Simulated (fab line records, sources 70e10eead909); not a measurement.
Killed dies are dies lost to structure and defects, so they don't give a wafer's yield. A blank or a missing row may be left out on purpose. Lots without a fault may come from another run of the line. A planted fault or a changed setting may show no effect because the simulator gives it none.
Which tool did it? | flow nand_harc | 13 lots, 39 wafers sampled, at 6 steps of a route of 1159

WHAT THE GAUGES READ, wafer by wafer
NHARC_P_ZERO_WELL_CD_MEAS_52: target cd 2000 nm.
lot  | measured    | on        | cd_nm (nm)
L341 | day 1 17:38 | cd_sem-03 | 2002.7 1998.4 1998.5
L343 | day 2 05:53 | cd_sem-02 | 2003.0 2001.3 2003.2
L344 | day 2 11:46 | cd_sem-02 | 1998.4 1998.3 2002.2
L347 | day 3 05:37 | cd_sem-03 | 1999.1 2004.5 2001.6
L349 | day 3 17:38 | cd_sem-01 | 2000.8 2003.1 2002.6
L350 | day 3 23:56 | cd_sem-01 | 2004.9 2000.5 2002.3
L353 | day 4 17:55 | cd_sem-02 | 2002.3 2002.1 2003.4
L355 | day 5 06:05 | cd_sem-03 | 1996.6 1997.9 1995.9
L356 | day 5 11:37 | cd_sem-03 | 1997.9 2000.8 1996.9
L359 | day 6 05:46 | cd_sem-03 | 2000.9 2001.6 1998.5
L361 | day 6 17:46 | cd_sem-03 | 2002.2 2001.8 2000.0
L363 | day 7 06:02 | cd_sem-03 | 1998.8 2002.0 1998.4
L364 | day 7 12:01 | cd_sem-02 | 1998.0 1998.5 2002.8

NHARC_P_GATE_CD_MEAS_26: target cd 120 nm.
lot  | measured     | on        | cd_nm (nm)
L341 | day 4 11:19  | cd_sem-03 | 119.7 121.1 120.3
L343 | day 5 04:11  | cd_sem-02 | 121.2 120.8 119.7
L344 | day 5 08:41  | cd_sem-01 | 120.8 121.0 120.0
L347 | day 6 08:07  | cd_sem-01 | 119.9 120.5 120.0
L349 | day 6 14:56  | cd_sem-02 | 120.0 119.8 120.3
L350 | day 6 18:25  | cd_sem-03 | 118.4 119.3 119.7
L353 | day 7 20:08  | cd_sem-03 | 119.5 119.4 120.1
L355 | day 8 04:10  | cd_sem-01 | 106.4 104.5 106.1
L356 | day 8 10:55  | cd_sem-02 | 119.7 120.2 120.0
L359 | day 8 23:59  | cd_sem-01 | 120.2 120.3 119.5
L361 | day 9 16:13  | cd_sem-01 | 119.5 120.0 119.6
L363 | day 10 06:43 | cd_sem-03 | 121.1 119.6 119.7
L364 | day 10 07:17 | cd_sem-03 | 119.6 121.2 120.2

NHARC_END_SORT_01.
lot  | measured     | on        | killed_at_array | killed_at_other | killed_at_periphery | killed_dies | killed_open | killed_short
L355 | day 22 21:32 | prober-01 | 11 9 12         | 1 0 1           | 5 28 8              | 17 37 21    | 0 0 4       | 4 3 3

WHICH TOOL RAN EACH LOT (tool, then ch and the chambers of the sampled wafers, then the start)
lot  | NHARC_P_GATE_EXPOSE_23             | NHARC_P_GATE_STRIP_112               | NHARC_P_GATE_STRIP_113
L341 | arfi_scanner-01 ch 0, day 4 11:11  | plasma_asher-02 ch 0,1, day 5 04:04  | plasma_asher-02 ch 0,1, day 5 06:29
L343 | arfi_scanner-02 ch 0, day 5 04:03  | plasma_asher-01 ch 0, day 5 18:52    | plasma_asher-02 ch 0,1, day 5 20:39
L344 | arfi_scanner-02 ch 0, day 5 08:32  | plasma_asher-02 ch 0,1, day 5 23:04  | plasma_asher-02 ch 0,1, day 6 01:02
L347 | arfi_scanner-01 ch 0, day 6 07:59  | plasma_asher-01 ch 0,1, day 6 22:19  | plasma_asher-02 ch 0,1, day 6 23:54
L349 | arfi_scanner-01 ch 0, day 6 14:47  | plasma_asher-02 ch 0,1, day 7 05:19  | plasma_asher-01 ch 0,1, day 7 07:14
L350 | arfi_scanner-02 ch 0, day 6 18:16  | plasma_asher-01 ch 0, day 7 08:48    | plasma_asher-01 ch 0, day 7 10:23
L353 | arfi_scanner-03 ch 0, day 7 19:59  | plasma_asher-02 ch 0,1, day 8 11:51  | plasma_asher-02 ch 0,1, day 8 13:38
L355 | arfi_scanner-01 ch 0, day 8 04:02  | plasma_asher-01 ch 1, day 8 18:39    | plasma_asher-01 ch 0,1, day 8 20:26
L356 | arfi_scanner-01 ch 0, day 8 10:46  | plasma_asher-02 ch 0, day 9 03:33    | plasma_asher-02 ch 0,1, day 9 05:05
L359 | arfi_scanner-03 ch 0, day 8 23:52  | plasma_asher-01 ch 0,1, day 9 14:25  | plasma_asher-02 ch 0,1, day 9 16:17
L361 | arfi_scanner-03 ch 0, day 9 16:04  | plasma_asher-01 ch 0,1, day 10 06:38 | plasma_asher-02 ch 0,1, day 10 08:23
L363 | arfi_scanner-02 ch 0, day 10 06:35 | plasma_asher-02 ch 0,1, day 10 21:49 | plasma_asher-01 ch 0,1, day 10 23:41
L364 | arfi_scanner-03 ch 0, day 10 07:08 | plasma_asher-01 ch 0,1, day 10 21:57 | plasma_asher-02 ch 0,1, day 10 23:38
- NHARC_P_GATE_EXPOSE_23: exposes mask P GATE, target cd 120 nm.
- NHARC_P_GATE_STRIP_112: strips in N2/H2, time 200 s.
- NHARC_P_GATE_STRIP_113: strips in N2/H2, time 740 s.

WHAT THE TOOLS THEMSELVES READ (means of the sampled wafers that have a number; where no wafer has one, the mark that the record gives instead)
NHARC_P_GATE_STRIP_112.
lot  | tool            | drypump_motor_current_A (A) | heater_power_w (W) | temp_c (C)
L341 | plasma_asher-02 | 6.0                         | 92                 | 110.07
L343 | plasma_asher-01 | 4.9                         | 92                 | 109.87
L344 | plasma_asher-02 | 6.1                         | 89                 | 110.07
L347 | plasma_asher-01 | 5.5                         | 98                 | 110.03
L349 | plasma_asher-02 | 6.1                         | 91                 | 109.97
L350 | plasma_asher-01 | 4.9                         | 94                 | 109.84
L353 | plasma_asher-02 | 6.1                         | 88                 | 110.03
L355 | plasma_asher-01 | 5.8                         | 102                | 110.02
L356 | plasma_asher-02 | 6.2                         | 85                 | 109.98
L359 | plasma_asher-01 | 5.5                         | 97                 | 110.07
L361 | plasma_asher-01 | 5.2                         | 93                 | 110.00
L363 | plasma_asher-02 | 6.1                         | 88                 | 109.89
L364 | plasma_asher-01 | 5.2                         | 95                 | 109.80

NHARC_P_GATE_STRIP_113.
lot  | tool            | drypump_motor_current_A (A) | heater_power_w (W) | temp_c (C)
L341 | plasma_asher-02 | 6.0                         | 91                 | 110.06
L343 | plasma_asher-02 | 5.9                         | 93                 | 109.89
L344 | plasma_asher-02 | 6.1                         | 87                 | 110.14
L347 | plasma_asher-02 | 6.1                         | 88                 | 109.91
L349 | plasma_asher-01 | 5.2                         | 96                 | 110.01
L350 | plasma_asher-01 | 4.9                         | 92                 | 109.94
L353 | plasma_asher-02 | 6.1                         | 88                 | 110.09
L355 | plasma_asher-01 | 5.2                         | 95                 | 110.16
L356 | plasma_asher-02 | 6.0                         | 92                 | 109.92
L359 | plasma_asher-02 | 6.1                         | 89                 | 109.90
L361 | plasma_asher-02 | 6.1                         | 90                 | 110.07
L363 | plasma_asher-01 | 5.2                         | 95                 | 110.07
L364 | plasma_asher-02 | 6.1                         | 89                 | 109.91

THE ANSWER, worked out from the rows above alone
Rule: what is usual is taken from the lots themselves. Put in order of their means at a reading, lots are off if they are a third of the lots or fewer, leave a main group of 4 or more, and stand apart from it by a gap of 3 or more times the standard deviation of the main group's means; of several such gaps the widest counts. A main group whose means are all the same, to the digits that the tables above print for the reading, isn't used. A lot without any number at a reading at which 4 lots or more have one is off too. The other lots that the step has rows for count as sound. The gauges are gone through in route order, then the tools' own readings, and for those a lot's mean is taken as printed above. The first step at which some lot is off is used, and at that step the reading that is off furthest; a lot without a number counts as furthest.
Off: L355, at NHARC_P_GATE_CD_MEAS_26 (cd_nm). The main group: mean 120.1 nm, standard deviation 0.4.
A tool fits if, at a process step before that reading, it ran every lot that is off, and no sound lot after the first of them. The gauges at NHARC_P_GATE_CD_MEAS_26 aren't tried: what is off there is off at NHARC_P_GATE_STRIP_113 too, on other tools, and a gauge's error can't cause that. None of those tried fits.

WHAT THE SIMULATOR HAD PUT IN
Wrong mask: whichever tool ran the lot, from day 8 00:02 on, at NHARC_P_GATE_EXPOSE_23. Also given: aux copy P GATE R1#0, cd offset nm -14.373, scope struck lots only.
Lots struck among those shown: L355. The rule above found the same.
